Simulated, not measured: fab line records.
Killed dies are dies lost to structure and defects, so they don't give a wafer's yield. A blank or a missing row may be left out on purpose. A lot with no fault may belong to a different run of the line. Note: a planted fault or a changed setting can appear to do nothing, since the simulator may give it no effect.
Split-lot experiment -- flow n5 finfet -- 7 lots, 21 wafers read, on a route of 1938 steps

== SPLIT DETAILS ==
At N5_BEOL_M0_ETCH_109 (etches SiCN in CH3F/O2, target depth 8 nm, overetch 2.4 nm, time 27.4 s), the setting bias w was moved away from the recipe's 75 W on 10 of the 21 wafers read, by -12.1% to +17.8%. The other wafers ran this setting at the recipe's value.

The split's own step is where the reading is taken.

== THE READING ==
rf vpp V, in V, at N5_BEOL_M0_ETCH_109 (etches SiCN in CH3F/O2, target depth 8 nm, overetch 2.4 nm, time 27.4 s). Fault-free wafers of this fab line usually give 296.9 V, standard deviation 1.3 V.

wafer,"tool, chamber at the split","bias w as run, W",against the recipe,"rf vpp V, V",against lot-mates on the recipe
L074.3,"rie diel-04, 3",71.32,-4.9%,286.4,-10.5
L074.4,"rie diel-04, 1",71.32,-4.9%,286.9,-10.0
L074.6,"rie diel-04, 2",75,recipe,296.9,-
L083.2,"rie diel-01, 0",88.32,+17.8%,327.6,+28.6
L083.3,"rie diel-01, 3",88.32,+17.8%,331.8,+32.8
L083.6,"rie diel-01, 3",75,recipe,299.0,-
L084.1,"rie diel-04, 3",75,recipe,294.1,-
L084.2,"rie diel-04, 2",75,recipe,293.8,-
L084.5,"rie diel-04, 1",75,recipe,297.7,-
L085.1,"rie diel-01, 1",65.95,-12.1%,273.8,no lot-mate on the recipe
L085.2,"rie diel-01, 3",65.95,-12.1%,275.4,no lot-mate on the recipe
L085.6,"rie diel-01, 2",65.95,-12.1%,273.7,no lot-mate on the recipe
L089.1,"rie diel-01, 0",86.81,+15.7%,322.5,+25.1
L089.2,"rie diel-01, 2",86.81,+15.7%,324.4,+27.0
L089.4,"rie diel-01, 3",75,recipe,297.4,-
L092.2,"rie diel-01, 3",75,recipe,299.1,-
L092.4,"rie diel-01, 1",75,recipe,297.3,-
L092.6,"rie diel-01, 1",75,recipe,296.6,-
L096.2,"rie diel-04, 0",78.85,+5.1%,306.6,+10.5
L096.4,"rie diel-04, 2",75,recipe,296.1,-
L096.5,"rie diel-04, 1",75,recipe,296.2,-

FIT RESULTS
A straight line over all 21 wafers: rf vpp V changes by +1.82 V for each +1% of bias w; r = +1.00; the points scatter about the line by 1.6 V.
The same after taking each lot's own level away (the mean of its wafers on the recipe; 18 wafers): +1.73 V for each +1%; r = +0.99; scatter 1.5 V.
The reading moves by 31 V for the largest change in bias w, on that fit.
Measured against the standard deviation above, the lots' own levels, which go from 295.20 to 299.00 V, span 2.9 times it.
So the lot-to-lot level changes the slope little: the two slopes agree.
Check: with one of the wafers moved furthest among these (+17.8%) left out of the fit, the line predicts +31.2 V for it against its lot-mates. It came out at +28.6 V against them.
Tool readings at the split's step, against how far the setting was moved: rf vpp V r = +1.00.

== OTHER SPLITS ON THESE WAFERS ==
Other splits were also applied to these wafers ahead of the reading. Each is held against what the fit with the lots' levels taken away leaves over:
other split on the same wafers,wafers away from the commonest value,r with rf vpp V (lot level and that fit taken away)
N5_HKMG_FIN_ETCH_32 bias w,8,+0.20
N5_GATE_CUT_COAT_07 spin rpm,5,+0.34
N5_GATE_CUT_EXPOSE_10 dose mj,5,+0.31
N5_MOL_CONTACT_COAG_SPUTTER_130 power w,6,-0.16
N5_MOL_CONTACT_COAG_VIA_ETCH_117 bias w,10,-0.06
N5_BEOL_M0_SAQP_COAT_72 spin rpm,11,+0.06
N5_BEOL_M0_SAQP_COAT_87 temp c,7,-0.04
N5_BEOL_M0_ETCH_128 source w,7,+0.39

== FILE'S OWN FIT ==
rf vpp V changes by +1.73 V for each +1% of bias w, r = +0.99.
